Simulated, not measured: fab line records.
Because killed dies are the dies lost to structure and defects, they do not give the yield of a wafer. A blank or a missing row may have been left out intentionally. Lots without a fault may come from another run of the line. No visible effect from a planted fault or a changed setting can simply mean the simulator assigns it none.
fab line records	flow n5-finfet
record lots=14	wafers=36	last-day=18
route steps=1938 shown BEOL_M12@1613 PASSIVATION@1936
lots that met no fault: from a run of the same line without faults
start-h: hours from the record's first day to the start of the lot's first wafer shown	wait-h: how many hours have passed since the lot's step before this one	" the same as in the row above	L1.1+2: one row covering several wafers at once	- no value, or no start was given	* or withheld: withheld	< > ~ a bound
route shown NAME@n: a module of which the file shows steps, and the number in the route of the first	usual: mean/standard deviation of fault-free wafers	same: alike in all rows	chamber/n: place in a boat	sites: per-site readings	_std_site: standard deviation of those values	_edge_site: outer sites' mean less inner sites'	radius-mm: for every site, how far away it sits from the centre of the wafer	mask NAME#n: copy n	behind: tool/chamber where the wafer was last shaped	hold: why the lot went on hold/how many hours it stayed there/how the hold came to an end	device: names the non-switching transistor (n, p or np)	end of line: tests of these same wafers at the route's end	a step with no rows: only its recipe	killed: dies lost to structure and defects at the first sort, not the wafer's yield	map: per-die view of a wafer (x killed, . not killed, _ where there is no die)
set.NAME: setting as actually run; set.NAME@STEP: the setting as run at that earlier step	model.NAME: the simulator's own value behind a step, which no gauge read
the route's steps for a sample of lots (tables are steps, rows are wafers)
## steps
# step N5_BEOL_M12_OVL_MEAS_11
# recipe points-per-wafer=44
# usual V11_OVL=1/6.2
lot.wafer	tool	chamber	start-h	wait-h	V11_OVL[nm]
L498.2	overlay-02	0	251.51	0.0	8
L498.5	"	0	"	"	-3
L499.1	overlay-02	0	257.49	0.0	5
L499.6	"	0	"	"	6
L503.1	overlay-02	0	264.54	0.0	15
L503.3	"	0	"	"	9
L501.1	overlay-02	0	266.92	0.0	7
L501.6	"	0	"	"	-1
L502.1	overlay-01	0	270.84	0.0	4
L502.6	"	0	"	"	9
L507.2	overlay-01	0	298.52	0.0	-6
L507.3	"	0	"	"	-1
L507.4	"	0	"	"	6
L512.1	overlay-01	0	315.71	0.0	-10
L512.2	"	0	"	"	4
L512.5	"	0	"	"	-1
L510.1	overlay-02	0	316.68	0.0	-4
L510.3	"	0	"	"	-6
L510.5	"	0	"	"	-5
L513.1	overlay-01	0	336.30	0.0	-2
L513.4	"	0	"	"	3
L513.6	"	0	"	"	8
L514.1	overlay-01	0	336.77	0.0	-2
L514.2	"	0	"	"	2
L514.3	"	0	"	"	-5
L515.1	overlay-01	0	350.70	0.0	1
L515.6	"	0	"	"	-12
L518.1	overlay-01	0	360.50	0.0	-8
L518.2	"	0	"	"	4
L518.5	"	0	"	"	4
L519.1	overlay-02	0	381.10	0.0	-1
L519.2	"	0	"	"	-3
L519.5	"	0	"	"	-6
L521.1	overlay-01	0	388.65	0.0	6
L521.3	"	0	"	"	-4
L521.5	"	0	"	"	-2
# step N5_BEOL_M12_CD_MEAS_17
# recipe target-cd-nm=140	polarity=opening
# usual cd-nm=140.0/2.8
lot.wafer	tool	chamber	start-h	wait-h	cd-nm
L498.2	cd-sem-02	-	252.19	0.0	137.8
L498.5	"	-	"	"	141.7
L499.1	cd-sem-02	-	258.14	0.0	142.4
L499.6	"	-	"	"	145.2
L503.1	cd-sem-02	-	265.12	0.0	142.5
L503.3	"	-	"	"	143.7
L501.1	cd-sem-02	-	267.50	0.0	139.9
L501.6	"	-	"	"	135.0
L502.1	cd-sem-03	-	271.40	0.0	133.4
L502.6	"	-	"	"	134.0
L507.2	cd-sem-03	-	299.30	0.0	137.4
L507.3	"	-	"	"	138.6
L507.4	"	-	"	"	140.6
L512.1	cd-sem-02	-	316.26	0.0	141.8
L512.2	"	-	"	"	140.9
L512.5	"	-	"	"	139.6
L510.1	cd-sem-01	-	317.24	0.0	141.8
L510.3	"	-	"	"	137.9
L510.5	"	-	"	"	144.9
L513.1	cd-sem-03	-	336.85	0.0	136.0
L513.4	"	-	"	"	145.0
L513.6	"	-	"	"	143.0
L514.1	cd-sem-03	-	337.38	0.0	143.9
L514.2	"	-	"	"	143.3
L514.3	"	-	"	"	144.3
L515.1	cd-sem-03	-	351.54	0.0	138.1
L515.6	"	-	"	"	138.7
L518.1	cd-sem-02	-	361.05	0.0	136.0
L518.2	"	-	"	"	142.3
L518.5	"	-	"	"	139.1
L519.1	cd-sem-02	-	381.65	0.0	136.8
L519.2	"	-	"	"	141.0
L519.5	"	-	"	"	140.2
L521.1	cd-sem-02	-	389.20	0.0	139.0
L521.3	"	-	"	"	140.4
L521.5	"	-	"	"	141.6
# step N5_BEOL_M12_COAT_22
# recipe spin-rpm=2888	resist-thk-nm=300
# usual spin-speed-rpm=2888.0/1.9
lot.wafer	tool	chamber	start-h	wait-h	spin-speed-rpm
L498.2	litho-track-01	0	252.23	-	2885.1
L498.5	"	0	"	"	2882.7
L499.1	litho-track-02	0	258.18	-	2889.5
L499.6	"	0	"	"	2890.6
L503.1	litho-track-02	0	265.16	-	2887.5
L503.3	"	0	"	"	2886.9
L501.1	litho-track-03	0	267.54	-	2888.1
L501.6	"	0	"	"	2886.2
L502.1	litho-track-01	0	271.44	-	2890.8
L502.6	"	0	"	"	2887.4
L507.2	litho-track-02	0	299.34	-	2780.1
L507.3	"	0	"	"	2780.8
L507.4	"	0	"	"	2780.6
L512.1	litho-track-01	0	316.30	-	2887.3
L512.2	"	0	"	"	2885.4
L512.5	"	0	"	"	2886.6
L510.1	litho-track-02	0	317.29	-	2777.3
L510.3	"	0	"	"	2775.4
L510.5	"	0	"	"	2778.7
L513.1	litho-track-03	0	336.90	-	2886.5
L513.4	"	0	"	"	2886.8
L513.6	"	0	"	"	2888.1
L514.1	litho-track-03	0	337.43	-	2888.5
L514.2	"	0	"	"	2890.0
L514.3	"	0	"	"	2888.6
L515.1	litho-track-03	0	351.58	-	2889.5
L515.6	"	0	"	"	2890.8
L518.1	litho-track-01	0	361.09	-	2886.9
L518.2	"	0	"	"	2889.1
L518.5	"	0	"	"	2887.5
L519.1	litho-track-01	0	381.70	-	2886.8
L519.2	"	0	"	"	2886.7
L519.5	"	0	"	"	2888.2
L521.1	litho-track-03	0	389.25	-	2889.5
L521.3	"	0	"	"	2891.0
L521.5	"	0	"	"	2889.6
# step N5_BEOL_M12_INSPECT_30
# recipe mode=adi	inspect-instrument=macro
# usual raw-defect-count=2.0/1.3
lot.wafer	tool	chamber	start-h	wait-h	raw-defect-count
L498.2	defect-inspect-01	-	252.57	0.0	1
L498.5	"	-	"	"	1
L499.1	defect-inspect-01	-	258.52	0.0	1
L499.6	"	-	"	"	3
L503.1	defect-inspect-01	-	265.50	0.0	0
L503.3	"	-	"	"	3
L501.1	defect-inspect-02	-	267.88	0.0	2
L501.6	"	-	"	"	3
L502.1	defect-inspect-02	-	271.78	0.0	2
L502.6	"	-	"	"	4
L507.2	defect-inspect-02	-	299.69	0.0	2
L507.3	"	-	"	"	2
L507.4	"	-	"	"	6
L512.1	defect-inspect-01	-	316.64	0.0	1
L512.2	"	-	"	"	3
L512.5	"	-	"	"	3
L510.1	defect-inspect-01	-	317.75	0.0	2
L510.3	"	-	"	"	2
L510.5	"	-	"	"	2
L513.1	defect-inspect-02	-	337.36	0.0	4
L513.4	"	-	"	"	2
L513.6	"	-	"	"	2
L514.1	defect-inspect-01	-	337.89	0.0	3
L514.2	"	-	"	"	5
L514.3	"	-	"	"	1
L515.1	defect-inspect-01	-	351.92	0.0	1
L515.6	"	-	"	"	3
L518.1	defect-inspect-01	-	361.55	0.0	2
L518.2	"	-	"	"	2
L518.5	"	-	"	"	3
L519.1	defect-inspect-01	-	382.16	0.0	2
L519.2	"	-	"	"	2
L519.5	"	-	"	"	4
L521.1	defect-inspect-02	-	389.59	0.0	1
L521.3	"	-	"	"	1
L521.5	"	-	"	"	3
# step N5_PASSIVATION_PROBE_49
# usual defect-limited-yield=91.3/1.4	killed_at_M0_to_M3=33/9.9	killed_at_M4_up=15/5.6	killed-at-contacts=13/5.7	killed-at-front-end=38/12	killed-at-other=4/3.1	killed-dies=103/17	killed-on-rim=13/4	killed-open=66/13	killed-short=32/7.8	sort_bin_5_function=5.1/0.95	sort_bin_6_memory=3.2/0.68	sort_bin_8_speed=0.02/0.22	sort-n-pass=1077/17	sort-yield-pct=91.3/1.5
# same gross-dies=1180	killed-at-back-side=0	sort_bin_4_leakage[%]=0
lot.wafer	tool	chamber	start-h	wait-h	defect-limited-yield[%]	killed_at_M0_to_M3	killed_at_M4_up	killed-at-contacts	killed-at-front-end	killed-at-other	killed-dies	killed-on-rim	killed-open	killed-short	sort_bin_5_function[%]	sort_bin_6_memory[%]	sort_bin_8_speed[%]	sort-n-pass	sort-yield-pct[%]
L498.2	prober-02	-	288.28	0.1	91.0	22	18	19	44	3	106	18	78	28	5.5	3.4	0	1074	91.0
L498.5	prober-02	-	288.43	0.2	92.7	25	13	10	38	0	86	8	54	23	4.6	1.9	0	1094	92.7
L499.1	prober-02	-	294.34	0.0	91.2	56	5	12	25	6	104	14	56	45	4.1	4.3	0	1076	91.2
L499.6	prober-02	-	294.59	0.3	89.9	45	26	11	33	4	119	17	75	43	6.2	3.2	0	1061	89.9
L503.1	prober-01	-	298.65	0.0	91.0	33	20	12	39	2	106	15	70	33	5.0	3.6	0	1074	91.0
L503.3	prober-01	-	298.75	0.1	92.8	21	17	12	31	4	85	14	50	31	3.6	3.2	0	1095	92.8
L501.1	prober-01	-	302.87	0.0	92.6	23	21	10	28	5	87	10	51	32	5.0	1.9	0	1093	92.6
L501.6	prober-01	-	303.12	0.3	90.2	32	32	9	38	5	116	18	71	42	5.8	3.6	0	1064	90.2
L502.1	prober-01	-	305.33	0.0	88.1	41	14	20	56	9	140	17	93	45	6.9	4.2	0	1040	88.1
L502.6	prober-01	-	305.58	0.3	89.5	22	8	17	75	2	124	20	96	27	7.2	3.1	0	1056	89.5
L507.2	prober-01	-	340.37	0.1	92.8	37	11	10	27	0	85	9	59	26	4.4	2.8	0	1095	92.8
L507.3	prober-01	-	340.42	0.1	90.4	47	16	12	32	6	113	7	61	48	5.0	3.9	0	1067	90.4
L507.4	prober-01	-	340.47	0.2	90.1	46	17	14	40	0	117	15	68	41	5.8	3.7	0	1063	90.1
L512.1	prober-01	-	350.34	0.0	89.2	49	18	14	41	6	128	12	86	40	6.1	4.4	0	1052	89.2
L512.2	prober-01	-	350.39	0.1	92.0	43	5	17	29	0	94	10	63	23	4.1	3.1	0	1086	92.0
L512.5	prober-01	-	350.54	0.2	92.5	40	10	11	23	4	88	9	58	28	4.7	2.5	0	1092	92.5
L510.1	prober-01	-	356.39	0.0	89.0	41	15	19	50	5	130	18	71	48	7.2	3.4	0	1050	89.0
L510.3	prober-01	-	356.49	0.1	90.9	37	8	18	38	6	107	13	61	46	5.1	3.3	0	1073	90.9
L510.5	prober-01	-	356.59	0.2	93.1	29	7	16	23	7	82	9	59	18	3.7	3.1	0	1098	93.1
L513.1	prober-01	-	371.55	0.0	92.2	33	16	13	28	2	92	9	63	26	5.0	2.5	0	1088	92.2
L513.4	prober-01	-	371.70	0.2	93.1	27	12	4	38	0	81	9	56	21	4.0	2.5	0	1099	93.1
L513.6	prober-01	-	371.80	0.3	91.2	36	10	3	53	2	104	16	71	32	5.1	3.6	0	1076	91.2
L514.1	prober-01	-	379.81	0.0	89.0	48	25	5	48	4	130	18	88	33	5.0	5.1	0	1050	89.0
L514.2	prober-01	-	379.86	0.1	90.9	33	17	5	50	2	107	16	70	35	5.7	3.2	0	1073	90.9
L514.3	prober-01	-	379.91	0.1	91.3	28	18	9	47	1	103	11	68	29	4.8	3.6	0	1077	91.3
L515.1	prober-01	-	389.04	0.0	89.2	41	30	13	37	7	128	14	89	31	6.5	3.6	0	1052	89.2
L515.6	prober-01	-	389.29	0.3	91.2	34	19	7	31	13	104	12	58	34	5.8	2.7	0	1076	91.2
L518.1	prober-02	-	399.95	0.0	92.8	14	11	5	50	5	85	5	42	31	3.6	2.9	0	1095	92.8
L518.2	prober-02	-	400.00	0.1	90.4	37	18	16	38	4	113	12	62	46	5.4	3.9	0	1067	90.4
L518.5	prober-02	-	400.15	0.2	91.9	25	13	18	33	6	95	12	61	30	4.7	3.0	0	1085	91.9
L519.1	prober-01	-	419.00	0.0	89.9	38	18	14	41	8	119	16	85	32	5.7	4.2	0.08	1060	89.8
L519.2	prober-01	-	419.05	0.1	92.4	19	8	8	46	9	90	16	57	27	4.7	2.8	2.63	1059	89.7
L519.5	prober-01	-	419.20	0.2	93.6	19	8	8	34	6	75	11	56	18	3.4	2.9	0	1105	93.6
L521.1	prober-02	-	432.52	0.0	93.1	15	18	10	38	0	81	9	52	22	4.7	1.9	0	1099	93.1
L521.3	prober-02	-	432.62	0.1	91.5	38	15	7	37	3	100	11	61	34	5.3	2.9	0	1080	91.5
L521.5	prober-02	-	432.72	0.2	90.1	26	17	18	53	3	117	15	67	44	6.0	3.7	0	1063	90.1
# killed by level:class
L498.2 FIN_SAQP:geometric-particle:open=15 MOL_CONTACT_COAG:geometric-particle:open=14 BEOL_M4:geometric-particle:open=10 FIN_SAQP:geometric-particle:short=8 BEOL_M0_SAQP:geometric-particle:open=8 BEOL_M5:geometric-particle:open=6 STI_FIN_REVEAL:geometric-particle:open=5 GATE_CUT:geometric-particle:short=5
L498.5 BEOL_M0_SAQP:geometric-particle:open=8 STI_FIN_REVEAL:geometric-particle:open=8 MOL_CONTACT_COAG:geometric-particle:open=8 HKMG_FIN:area-etch=7 FIN_SAQP:geometric-particle:open=5 ILD0:geometric-particle:short=4 BEOL_M0_SAQP:geometric-particle:short=4 BEOL_M0:geometric-particle:open=4
L499.1 BEOL_M0_SAQP:geometric-particle:short=21 MOL_CONTACT_COAG:geometric-particle:open=10 BEOL_M0_SAQP:geometric-particle:open=10 BEOL_M1:geometric-particle:open=9 BEOL_M2:geometric-particle:open=6 STI_FIN_REVEAL:geometric-particle:open=5 ILD0:geometric-particle:short=4 GATE_CUT:geometric-particle:open=3
L499.6 BEOL_M0_SAQP:geometric-particle:short=13 BEOL_M4:geometric-particle:open=13 MOL_CONTACT_COAG:geometric-particle:open=10 BEOL_M1:geometric-particle:open=9 BEOL_M0_SAQP:geometric-particle:open=8 GATE_CUT:geometric-particle:open=6 BEOL_M5:geometric-particle:open=6 GATE_CUT:geometric-particle:short=5
L503.1 STI_FIN_REVEAL:geometric-particle:open=12 MOL_CONTACT_COAG:geometric-particle:open=11 BEOL_M0:geometric-particle:open=8 BEOL_M2:geometric-particle:open=7 FIN_SAQP:geometric-particle:open=6 BEOL_M0:geometric-particle:short=5 FIN_SAQP:geometric-particle:short=4 GATE_CUT:geometric-particle:short=4
L503.3 MOL_CONTACT_COAG:geometric-particle:open=9 FIN_SAQP:geometric-particle:open=6 DUMMY_GATE:geometric-particle:open=6 FIN_SAQP:geometric-particle:short=5 STARTING-WAFER:geometric-particle:short=5 GATE_CUT:geometric-particle:short=3 MOL_CONTACT_COAG:geometric-particle:short=3 BEOL_M0_SAQP:geometric-particle:short=3
L501.1 FIN_SAQP:geometric-particle:short=9 MOL_CONTACT_COAG:geometric-particle:open=7 BEOL_M0_SAQP:geometric-particle:short=6 BEOL_M1:geometric-particle:open=6 BEOL_M4:geometric-particle:short=6 BEOL_M4:geometric-particle:open=6 DUMMY_GATE:geometric-particle:open=5 BEOL_M0_SAQP:geometric-particle:open=5
L501.6 BEOL_M4:geometric-particle:open=14 FIN_SAQP:geometric-particle:short=10 FIN_SAQP:geometric-particle:open=9 BEOL_M1:geometric-particle:open=8 BEOL_M4:geometric-particle:short=8 BEOL_M0_SAQP:geometric-particle:open=7 BEOL_M0_SAQP:geometric-particle:short=7 MOL_CONTACT_COAG:geometric-particle:open=6
L502.1 MOL_CONTACT_COAG:geometric-particle:open=18 FIN_SAQP:geometric-particle:open=14 BEOL_M3:geometric-particle:open=13 STI_FIN_REVEAL:geometric-particle:open=11 FIN_SAQP:geometric-particle:short=10 BEOL_M1:geometric-particle:open=9 BEOL_M2:geometric-particle:open=6 BEOL_M0_SAQP:geometric-particle:short=6
L502.6 STI_FIN_REVEAL:geometric-particle:open=32 MOL_CONTACT_COAG:geometric-particle:open=15 FIN_SAQP:geometric-particle:open=11 BEOL_M0_SAQP:geometric-particle:open=10 BEOL_M3:geometric-particle:open=7 DUMMY_GATE:geometric-particle:short=5 GATE_CUT:geometric-particle:short=5 FIN_SAQP:geometric-particle:short=4
L507.2 MOL_CONTACT_COAG:geometric-particle:open=9 BEOL_M2:geometric-particle:open=8 BEOL_M0:geometric-particle:open=7 BEOL_M4:geometric-particle:open=7 STI_FIN_REVEAL:geometric-particle:open=6 FIN_SAQP:geometric-particle:short=5 BEOL_M0:geometric-particle:short=5 BEOL_M2:geometric-particle:short=4
L507.3 BEOL_M3:geometric-particle:open=10 FIN_SAQP:geometric-particle:short=9 MOL_CONTACT_COAG:geometric-particle:open=8 BEOL_M2:geometric-particle:open=8 BEOL_M0_SAQP:geometric-particle:short=7 BEOL_M2:geometric-particle:short=7 STI_FIN_REVEAL:geometric-particle:open=6 DUMMY_GATE:geometric-particle:open=5
L507.4 FIN_SAQP:geometric-particle:short=19 BEOL_M0_SAQP:geometric-particle:open=11 BEOL_M4:geometric-particle:open=10 BEOL_M0_SAQP:geometric-particle:short=9 FIN_SAQP:geometric-particle:open=8 MOL_CONTACT_COAG:geometric-particle:open=8 BEOL_M2:geometric-particle:open=6 BEOL_M3:geometric-particle:open=6
L512.1 MOL_CONTACT_COAG:geometric-particle:open=14 BEOL_M0_SAQP:geometric-particle:open=13 BEOL_M0_SAQP:geometric-particle:short=11 FIN_SAQP:geometric-particle:open=9 BEOL_M4:geometric-particle:open=9 FIN_SAQP:geometric-particle:short=8 STI_FIN_REVEAL:geometric-particle:open=7 BEOL_M2:geometric-particle:open=7
L512.2 MOL_CONTACT_COAG:geometric-particle:open=14 BEOL_M0_SAQP:geometric-particle:open=14 BEOL_M0_SAQP:geometric-particle:short=8 BEOL_M3:geometric-particle:open=8 HKMG_FIN:area-etch=8 DUMMY_GATE:geometric-particle:open=5 STI_FIN_REVEAL:geometric-particle:open=4 STARTING-WAFER:geometric-particle:open=4
L512.5 BEOL_M3:geometric-particle:open=13 BEOL_M0_SAQP:geometric-particle:short=9 BEOL_M2:geometric-particle:open=9 MOL_CONTACT_COAG:geometric-particle:open=8 FIN_SAQP:geometric-particle:open=5 STARTING-WAFER:geometric-particle:open=5 BEOL_M4:geometric-particle:short=4 STI_FIN_REVEAL:geometric-particle:open=3
L510.1 FIN_SAQP:geometric-particle:short=16 MOL_CONTACT_COAG:geometric-particle:open=15 BEOL_M0_SAQP:geometric-particle:short=10 FIN_SAQP:geometric-particle:open=9 BEOL_M2:geometric-particle:open=8 BEOL_M4:geometric-particle:open=7 BEOL_M0_SAQP:geometric-particle:open=5 BEOL_M0:geometric-particle:open=5
L510.3 MOL_CONTACT_COAG:geometric-particle:open=11 GATE_CUT:geometric-particle:short=9 FIN_SAQP:geometric-particle:open=8 BEOL_M0_SAQP:geometric-particle:short=8 FIN_SAQP:geometric-particle:short=7 MOL_CONTACT_COAG:geometric-particle:short=7 BEOL_M1:geometric-particle:open=7 BEOL_M0_SAQP:geometric-particle:open=6
L510.5 MOL_CONTACT_COAG:geometric-particle:open=14 BEOL_M0:geometric-particle:open=7 BEOL_M1:geometric-particle:open=7 BEOL_M2:geometric-particle:open=5 FIN_SAQP:geometric-particle:open=4 DUMMY_GATE:geometric-particle:open=4 GATE_CUT:geometric-particle:short=4 PASS1_CAP:geometric-particle:open=3
L513.1 MOL_CONTACT_COAG:geometric-particle:open=11 BEOL_M4:geometric-particle:open=10 STI_FIN_REVEAL:geometric-particle:open=8 BEOL_M1:geometric-particle:open=8 FIN_SAQP:geometric-particle:open=6 BEOL_M0_SAQP:geometric-particle:short=5 BEOL_M2:geometric-particle:open=5 BEOL_M3:geometric-particle:short=4
L513.4 FIN_SAQP:geometric-particle:open=10 BEOL_M1:geometric-particle:open=10 FIN_SAQP:geometric-particle:short=6 BEOL_M0_SAQP:geometric-particle:open=5 BEOL_M4:geometric-particle:open=5 BEOL_M0_SAQP:geometric-particle:short=4 BEOL_M3:geometric-particle:open=4 STI_FIN_REVEAL:geometric-particle:open=3
L513.6 STI_FIN_REVEAL:geometric-particle:open=18 FIN_SAQP:geometric-particle:open=10 BEOL_M1:geometric-particle:open=10 BEOL_M3:geometric-particle:open=7 GATE_CUT:geometric-particle:open=5 BEOL_M0_SAQP:geometric-particle:open=5 BEOL_M0_SAQP:geometric-particle:short=5 FIN_SAQP:geometric-particle:short=3
L514.1 BEOL_M2:geometric-particle:open=15 BEOL_M4:geometric-particle:open=11 STI_FIN_REVEAL:geometric-particle:open=10 BEOL_M0:geometric-particle:open=10 BEOL_M0_SAQP:geometric-particle:open=8 HKMG_FIN:area-etch=8 FIN_SAQP:geometric-particle:short=7 BEOL_M5:geometric-particle:open=6
L514.2 STI_FIN_REVEAL:geometric-particle:open=21 BEOL_M4:geometric-particle:open=10 DUMMY_GATE:geometric-particle:open=9 BEOL_M1:geometric-particle:short=6 BEOL_M1:geometric-particle:open=6 BEOL_M2:geometric-particle:open=6 STARTING-WAFER:geometric-particle:short=6 BEOL_M0_SAQP:geometric-particle:short=4
L514.3 BEOL_M2:geometric-particle:open=17 STI_FIN_REVEAL:geometric-particle:open=9 GATE_CUT:geometric-particle:open=7 MOL_CONTACT_COAG:geometric-particle:open=7 BEOL_M4:geometric-particle:open=7 GATE_CUT:geometric-particle:short=5 FIN_SAQP:geometric-particle:short=4 DUMMY_GATE:geometric-particle:short=4
L515.1 BEOL_M4:geometric-particle:open=20 MOL_CONTACT_COAG:geometric-particle:open=12 STI_FIN_REVEAL:geometric-particle:open=11 BEOL_M0_SAQP:geometric-particle:short=9 BEOL_M0_SAQP:geometric-particle:open=8 BEOL_M3:geometric-particle:open=8 HKMG_FIN:area-etch=5 FIN_SAQP:geometric-particle:open=4
L515.6 BEOL_M4:geometric-particle:open=12 PASSIVATION:area-etch=9 BEOL_M0_SAQP:geometric-particle:open=8 FIN_SAQP:geometric-particle:open=6 BEOL_M3:geometric-particle:open=6 MOL_CONTACT_COAG:geometric-particle:open=5 STI_FIN_REVEAL:geometric-particle:open=4 BEOL_M0_SAQP:geometric-particle:short=4
L518.1 FIN_SAQP:geometric-particle:open=12 FIN_SAQP:geometric-particle:short=10 HKMG_FIN:area-etch=8 BEOL_M3:geometric-particle:open=6 MOL_CONTACT_COAG:geometric-particle:open=4 BEOL_M0_SAQP:geometric-particle:short=4 STARTING-WAFER:geometric-particle:short=4 DUMMY_GATE:geometric-particle:short=3
L518.2 MOL_CONTACT_COAG:geometric-particle:open=13 FIN_SAQP:geometric-particle:short=9 BEOL_M0_SAQP:geometric-particle:short=9 FIN_SAQP:geometric-particle:open=8 BEOL_M3:geometric-particle:open=8 GATE_CUT:geometric-particle:short=6 BEOL_M4:geometric-particle:open=6 BEOL_M0:geometric-particle:open=5
L518.5 MOL_CONTACT_COAG:geometric-particle:open=17 FIN_SAQP:geometric-particle:open=11 BEOL_M3:geometric-particle:open=9 GATE_CUT:geometric-particle:short=6 BEOL_M0_SAQP:geometric-particle:short=6 BEOL_M5:geometric-particle:open=6 FIN_SAQP:geometric-particle:short=5 STARTING-WAFER:geometric-particle:open=3
L519.1 STI_FIN_REVEAL:geometric-particle:open=13 BEOL_M3:geometric-particle:open=12 MOL_CONTACT_COAG:geometric-particle:open=10 BEOL_M2:geometric-particle:open=9 BEOL_M3:geometric-particle:short=6 BEOL_M4:geometric-particle:open=6 DUMMY_GATE:geometric-particle:open=5 BEOL_M0_SAQP:geometric-particle:open=5
L519.2 STI_FIN_REVEAL:geometric-particle:open=13 FIN_SAQP:geometric-particle:open=7 MOL_CONTACT_COAG:geometric-particle:open=7 GATE_CUT:geometric-particle:short=4 BEOL_M2:geometric-particle:open=4 FIN_SAQP:geometric-particle:short=3 BEOL_M4:geometric-particle:open=3 ILD0:geometric-particle:short=3
L519.5 STI_FIN_REVEAL:geometric-particle:open=14 MOL_CONTACT_COAG:geometric-particle:open=7 FIN_SAQP:geometric-particle:open=4 DUMMY_GATE:geometric-particle:open=4 BEOL_M0_SAQP:geometric-particle:open=4 BEOL_M1:geometric-particle:open=4 BEOL_M3:geometric-particle:open=3 BEOL_M4:geometric-particle:open=3
L521.1 FIN_SAQP:geometric-particle:open=12 BEOL_M0_SAQP:geometric-particle:open=7 BEOL_M4:geometric-particle:open=7 MOL_CONTACT_COAG:geometric-particle:open=6 BEOL_M5:geometric-particle:open=6 FIN_SAQP:geometric-particle:short=5 STI_FIN_REVEAL:geometric-particle:open=5 DUMMY_GATE:geometric-particle:open=5
L521.3 BEOL_M0_SAQP:geometric-particle:open=12 BEOL_M0_SAQP:geometric-particle:short=9 FIN_SAQP:geometric-particle:short=8 STI_FIN_REVEAL:geometric-particle:open=7 MOL_CONTACT_COAG:geometric-particle:open=7 DUMMY_GATE:geometric-particle:open=6 BEOL_M1:geometric-particle:open=6 FIN_SAQP:geometric-particle:open=5
L521.5 FIN_SAQP:geometric-particle:open=15 FIN_SAQP:geometric-particle:short=11 MOL_CONTACT_COAG:geometric-particle:open=10 STI_FIN_REVEAL:geometric-particle:open=8 BEOL_M0:geometric-particle:open=8 MOL_CONTACT_COAG:geometric-particle:short=7 BEOL_M4:geometric-particle:short=6 STARTING-WAFER:geometric-particle:short=6
## key
first-sign step=N5_BEOL_M12_COAT_22	reading=spin-speed-rpm	direction=down	sigmas=57	usual=*	struck=*
effect none on later readings
met-at N5_BEOL_M12_COAT_22
struck-lots L507,L510
not-acting-at N5_BEOL_M12_OVL_MEAS_11,N5_BEOL_M12_CD_MEAS_17,N5_BEOL_M12_INSPECT_30
onset-between 265.16 299.34
fault kind=process-parameter-drift	tool=litho-track-02	chamber=-	onset-h=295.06	steps=N5_BEOL_M12_COAT_22	channel=spin-rpm	offset=*	shape=step	end-h=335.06	acts-in=*	stated=*
